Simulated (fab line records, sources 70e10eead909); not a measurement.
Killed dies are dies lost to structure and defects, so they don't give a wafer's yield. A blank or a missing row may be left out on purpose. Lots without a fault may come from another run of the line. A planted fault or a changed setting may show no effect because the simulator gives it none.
Chamber matching | flow nand_harc | NHARC_A_STAIRCASE_ETCH_19 on rie_diel-03: 4 sister chambers
The step etches the open film in C4F8/O2, target depth 100 nm, time 40.5 s. 8 wafers are shown with their chamber, then 6 later ones without.

WAFERS WITH THEIR CHAMBER
wafer  | chamber | rf_vpp_V (V) | oes_product_au (a.u.)
L347.2 | 0       | 894          | 0.939
L347.4 | 3       | 899          | 0.962
L350.3 | 0       | 894          | 0.938
L352.1 | 1       | 901          | 0.927
L352.4 | 2       | 887          | 0.926
L352.5 | 2       | 886          | 0.927
L355.2 | 3       | 900          | 0.955
L355.3 | 1       | 903          | 0.943

WAFERS WITHOUT THEIR CHAMBER
wafer  | rf_vpp_V (V) | oes_product_au (a.u.)
L355.4 | 886          | 0.942
L357.3 | 886          | 0.937
L357.4 | 894          | 0.942
L357.6 | 899          | 0.926
L359.5 | 896          | 0.963
L363.4 | 906          | 0.949

WHICH CHAMBER EACH WENT THROUGH
wafer  | from the rows above     | in truth
L355.4 | 2                       | 2
L357.3 | 2                       | 2
L357.4 | 0                       | 0
L357.6 | can't be placed: 1 or 3 | 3
L359.5 | can't be placed: 3 or 0 | 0
L363.4 | 1                       | 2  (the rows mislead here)
Placed correctly: 3 of 6. Can't be placed from these rows: 2 (the true chamber is among the candidates in 2). Placed wrongly: 1.
How it was worked out, from the rows above alone: a wafer's distance from a chamber is the root of the sum, over the readings, of the square of ((its reading less the chamber's mean) divided by the reading's scatter). The wafer belongs to the nearest chamber; if the next one is less than 2 further off, it can't be placed. A chamber's mean is the mean of its shown wafers. The scatter: the root of (the sum of the squares of (reading less its chamber's mean) over the shown wafers, divided by (wafers less chambers)).
